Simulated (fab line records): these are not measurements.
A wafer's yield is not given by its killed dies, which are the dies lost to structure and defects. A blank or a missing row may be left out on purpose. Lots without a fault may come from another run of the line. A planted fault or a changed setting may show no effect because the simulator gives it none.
Matching of chambers ; flow n5-finfet ; N5_BEOL_M3_ALD_98 on ald-sin-04 has 4 sister chambers
The step deposits SiO2, target thk 2.5 nm, pulse time 1 s, co reactant pulse time 1 s. 8 wafers are shown with their chamber, then 9 later ones without.

== WAFERS PAIRED WITH THEIR CHAMBERS ==
wafer;chamber;heater-power-w (W);precursor-pulse-height-rel
L090.3;0;74;0.993
L090.5;3;76;0.974
L089.2;2;78;1.013
L092.2;0;72;1.015
L092.5;1;75;0.968
L094.1;3;78;0.961
L094.3;2;78;1.006
L094.4;1;72;0.997

== WAFERS MISSING THEIR CHAMBER ==
wafer;heater-power-w (W);precursor-pulse-height-rel
L095.2;79;0.977
L095.3;72;0.973
L095.4;70;1.025
L096.3;80;1.022
L096.4;72;1.029
L096.5;73;0.992
L097.2;71;1.009
L097.3;79;0.993
L097.4;77;1.012

== WHICH CHAMBER EACH ONE RAN IN ==
wafer;from the rows above;in truth
L095.2;can't be placed: 3 or 2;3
L095.3;can't be placed: 1 or 0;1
L095.4;can't be placed: 0 or 1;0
L096.3;2;2
L096.4;can't be placed: 0 or 1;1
L096.5;can't be placed: 1 or 0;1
L097.2;can't be placed: 0 or 1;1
L097.3;can't be placed: 2 or 3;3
L097.4;2;2
Correct placement for 2 of the 9. Cannot be placed on the basis of these rows: 7; the candidates contain the true chamber in 7. Wrongly placed: 0.
How it was worked out, from the rows above alone: a wafer's distance from a chamber is the root of the sum, over the readings, of the square of ((its reading less the chamber's mean) divided by the reading's scatter). The wafer belongs to the nearest chamber; if the next one is less than 2 further off, it can't be placed. Each chamber's mean is taken over the wafers shown for it. The scatter is the square root of a quotient: the sum, over the shown wafers, of each reading's squared deviation from its chamber's mean, divided by wafers minus chambers.
